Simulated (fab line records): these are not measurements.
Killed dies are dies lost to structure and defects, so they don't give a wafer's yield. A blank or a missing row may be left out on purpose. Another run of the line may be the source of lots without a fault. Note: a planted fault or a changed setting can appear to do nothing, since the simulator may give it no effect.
Problem report in the 8D (eight disciplines) form, filled by code / flow nandHarc / the parts of the form that need people (team, actions taken, sign-off) are left out

## 1. PROBLEM STATEMENT
Mean of oesProductAu at NHARC_P_GATE_ETCH_104: 0.681 a.u. across 4 wafers in 3 lots; on wafers with no fault it is 0.949 a.u. (standard deviation 0.02). Measured from the usual mean, that is -13 standard deviations.
The step: etches the open film in CF4/CHF3, target depth 60 nm.
First observed at day 7 21:49: wafer L329.1, on rieDiel-11. The record holds 20 wafers of 7 lots with a number at this step. The rule behind "out" and "out of limits": a value lying over 4 standard deviations away from the usual mean. The rest of the wafers with a number are treated as sound.

## 2. WHAT IT IS; WHAT IT IS NOT
question=which readings at this step | is=oesProductAu | is not=drypumpMotorCurrentA, rfVppV, showerheadPlenumPTorr, throttleValvePct
question=which lots | is=L329, L331, L332 | is not=L317, L318, L335, L340
question=which wafers of those lots | is=L329.1, L331.1, L331.6, L332.6 | is not=L329.3, L331.3, L332.2, L332.3
question=read on which tools | is=rieDiel-11 | is not=rieDiel-06, rieDiel-09
question=when | is=from day 7 21:49 | is not=up to then (7 sound wafers); but 9 sound wafers of L331, L332, L335, L340 came after

## 3. SUSPECTS, AND WHAT RULES EACH OUT
Counting: a tool at a process step up to the reading stays a suspect if it ran every lot that is out. Sound lots after the first of them don't rule it out here, since some wafers of a struck lot are sound.
- rieDiel-11 at NHARC_P_GATE_DESCUM_31 (chemistry O2, time 3 s): kept. Ran every lot that is out, first one L329 (day 7 21:44); last sound lot up to then L318 (day 4 17:28).
- rieDiel-11 at NHARC_P_GATE_ETCH_104 (etches the open film in CF4/CHF3, target depth 60 nm): kept. Ran every lot that is out, first one L329 (day 7 21:49); last sound lot up to then L318 (day 4 17:32). Its own oesProductAu readings are out on those wafers.
Remaining after the count are rieDiel-11 at NHARC_P_GATE_DESCUM_31 and rieDiel-11 at NHARC_P_GATE_ETCH_104.

## 4. THE CAUSE (what the simulator had put in)
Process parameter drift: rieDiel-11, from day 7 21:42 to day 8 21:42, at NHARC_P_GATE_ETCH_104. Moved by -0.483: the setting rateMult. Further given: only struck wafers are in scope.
This tool is one of the 2 suspects left after counting.

## 5. THE EFFECT CHAIN, in route order
Rows list readings where the struck wafers' mean (over those with a number) sits beyond 3 standard deviations from the usual. Only readings for which the record gives a usual standard deviation are gone through. hours: the time from each lot's start at the first step in this table that gives one to its start at this step, as a median over the lots. sigmas: the change in usual standard deviations.
hours=0; step=NHARC_P_GATE_ETCH_104; reading=oesProductAu; usual=0.949 a.u.; on struck wafers=0.681; change=-0.267; sigmas=-13
Its process steps:
- NHARC_P_GATE_ETCH_104: etches the open film in CF4/CHF3, target depth 60 nm.

## 6. WHAT WOULD HAVE CAUGHT IT SOONER
In this record the first reading out of limits was taken at day 7 21:49, 0 hours after the fault began at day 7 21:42.
